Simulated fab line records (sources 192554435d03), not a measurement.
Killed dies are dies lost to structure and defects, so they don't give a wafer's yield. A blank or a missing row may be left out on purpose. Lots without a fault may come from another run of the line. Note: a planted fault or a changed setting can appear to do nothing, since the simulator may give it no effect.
Split-lot study -- flow n5_finfet -- on a route of 1938 steps: 7 lots, 21 wafers read

ON THE SPLIT
At N5_BEOL_M14_ETCH_68 (etches SOC in N2/H2, time 450 s), the setting time_s was moved away from the recipe's 450 s on 8 of the 21 wafers read, by -10.0% to +14.4%. All remaining wafers had this setting at the recipe value.

The reading is taken at the split's own step.

THE READING
SiARC_of_BEOL_M14_COAT_66.thk_nm (the simulator's own value, which no gauge read), in nm, at N5_BEOL_M14_ETCH_68 (etches SOC in N2/H2, time 450 s). The file gives no usual value for it. Here, 13 wafers ran the recipe; their average is 65.2 nm with a standard deviation of 1.1 nm.

wafer,"tool, chamber at the split","time_s as run, s",against the recipe,"SiARC_of_BEOL_M14_COAT_66.thk_nm, nm",against lot-mates on the recipe
L077.2,"rie_diel-01, 0",450,recipe,66.4,-
L077.4,"rie_diel-01, 3",422.5,-6.1%,67.6,+1.4
L077.5,"rie_diel-01, 2",450,recipe,66,-
L079.2,"rie_diel-03, 1,2",423.7,-5.8%,66.6,no lot-mate on the recipe
L079.6,"rie_diel-03, 1,2",423.7,-5.8%,66.6,no lot-mate on the recipe
L079.3,"rie_diel-03, 0",423.7,-5.8%,66,no lot-mate on the recipe
L078.1,"rie_diel-01, 2",409.4,-9.0%,70,+4.3
L078.2,"rie_diel-01, 0",450,recipe,66.8,-
L078.3,"rie_diel-01, 3",450,recipe,64.6,-
L081.3,"rie_diel-01, 2",450,recipe,66,-
L081.5,"rie_diel-01, 3",450,recipe,65.2,-
L081.6,"rie_diel-01, 0",405.1,-10.0%,68.6,+3.0
L093.1,"rie_diel-04, 1",514.9,+14.4%,59,-7.4
L093.3,"rie_diel-04, 0",450,recipe,66.4,-
L093.5,"rie_diel-04, 2",514.9,+14.4%,58.2,-8.2
L096.1,"rie_diel-01, 1",450,recipe,64,-
L096.2,"rie_diel-01, 3",450,recipe,65.4,-
L096.5,"rie_diel-01, 3",450,recipe,64.6,-
L095.1,"rie_diel-01, 3",450,recipe,64.6,-
L095.2,"rie_diel-01, 0",450,recipe,63.8,-
L095.5,"rie_diel-01, 2",450,recipe,63.4,-
The file does not say which wafer passed through which chamber wherever a row lists several chambers: such a row stands for several wafers.

THE FIT
A straight line over all 21 wafers: SiARC_of_BEOL_M14_COAT_66.thk_nm changes by -0.416 nm for each +1% of time_s; r = -0.93; the points scatter about the line by 1 nm.
The same after taking each lot's own level away (the mean of its wafers on the recipe; 18 wafers): -0.475 nm for each +1%; r = -0.97; scatter 0.81 nm.
The reading moves by 6.8 nm for the largest change in time_s, on that fit.
From 63.93 to 66.40 nm: that is the span of the lots' own levels, equal to 2.3 times the standard deviation above.
In other words, the slope is changed by the lot-to-lot level; the two fits disagree.
Check: -6.97 nm against its lot-mates is what the line predicts for one of the wafers moved furthest among these (+14.4%) when that wafer is left out of the fit. It came out at -7.4 nm against them.

OTHER SPLITS ON THESE WAFERS
These wafers also went through other splits before the reading. Each is held against what the fit with the lots' levels taken away leaves over:
other split on the same wafers,wafers away from the commonest value,r with SiARC_of_BEOL_M14_COAT_66.thk_nm (lot level and that fit taken away)
N5_BEOL_M12_TRENCH_ETCH_34 time_s,6,-0.36
N5_BEOL_M12_SPUTTER_43 power_w,11,-0.05
N5_BEOL_M13_ILD_DEP_00 time_s,4,-0.04
N5_BEOL_M13_EXPOSE_07 dose_mj,6,+0.13

THE FILE'S OWN FIT
SiARC_of_BEOL_M14_COAT_66.thk_nm changes by -0.445 nm for each +1% of time_s, r = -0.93.
